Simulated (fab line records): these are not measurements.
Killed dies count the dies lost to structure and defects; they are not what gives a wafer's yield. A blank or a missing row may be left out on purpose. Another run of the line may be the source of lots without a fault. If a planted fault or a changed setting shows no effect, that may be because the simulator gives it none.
Matching of chambers | flow n5Finfet | pecvd-03 running N5_BEOL_M10_DEP_56: 3 sister chambers
The step deposits SiCN from 3MS/NH3, target thk 15 nm, time 26.5 s. 16 wafers are shown with their chamber, then 8 later ones without.

WAFERS PAIRED WITH THEIR CHAMBERS
wafer  | chamber | throttleValvePct (%) | showerheadPlenumPTorr (Torr)
L075.1 | 1       | 9.5                  | 3.666
L075.4 | 0       | 9.2                  | 3.652
L075.6 | 1       | 9.3                  | 3.676
L079.1 | 1       | 9.0                  | 3.674
L079.2 | 0       | 9.1                  | 3.660
L079.3 | 2       | 8.9                  | 3.655
L083.1 | 1       | 9.2                  | 3.665
L083.3 | 2       | 8.7                  | 3.659
L083.4 | 2       | 8.8                  | 3.671
L081.2 | 1       | 9.4                  | 3.667
L081.3 | 0       | 9.1                  | 3.652
L081.5 | 2       | 8.8                  | 3.660
L089.2 | 2       | 9.0                  | 3.667
L089.4 | 1       | 9.7                  | 3.680
L089.5 | 0       | 8.9                  | 3.659
L091.1 | 2       | 8.6                  | 3.665

SIGNATURES (means of the wafers above)
reading               | chamber 0 | chamber 1 | chamber 2 | scatter within a chamber
throttleValvePct      | 9.075     | 9.350     | 8.800     | 0.184
showerheadPlenumPTorr | 3.65575   | 3.67133   | 3.66283   | 0.00569
Rule: a wafer lies at a distance from a chamber equal to the root of the sum of squares, over the readings, of (its reading less the chamber's mean, divided by the reading's scatter). If the next closest chamber is less than 2 further off than the closest, the wafer can't be placed; otherwise it belongs to the closest. How the scatter is found: for the shown wafers, subtract from each reading the mean of its chamber, square and add these, divide the total by (wafers less chambers), then take the root.

WAFERS WITHOUT THEIR CHAMBER
wafer  | throttleValvePct (%) | showerheadPlenumPTorr (Torr)
L091.5 | 9.1                  | 3.654
L091.6 | 9.5                  | 3.665
L093.2 | 8.6                  | 3.666
L093.4 | 9.1                  | 3.654
L093.6 | 9.3                  | 3.653
L092.1 | 9.3                  | 3.671
L092.3 | 9.2                  | 3.659
L092.4 | 8.7                  | 3.665

THE CHAMBER EACH PASSED THROUGH
wafer  | from the rows above          | in truth
L091.5 | can't be placed: 0 or 2      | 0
L091.6 | can't be placed: 1 or 0      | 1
L093.2 | can't be placed: 2 or 0      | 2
L093.4 | can't be placed: 0 or 2      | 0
L093.6 | can't be placed: 0 or 2 or 1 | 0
L092.1 | 1                            | 1
L092.3 | can't be placed: 0 or 2 or 1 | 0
L092.4 | can't be placed: 2 or 0      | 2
Placed correctly: 1 of 8. These rows do not allow placing 7 (true chamber among the candidates in 7). Placed wrongly: 0.
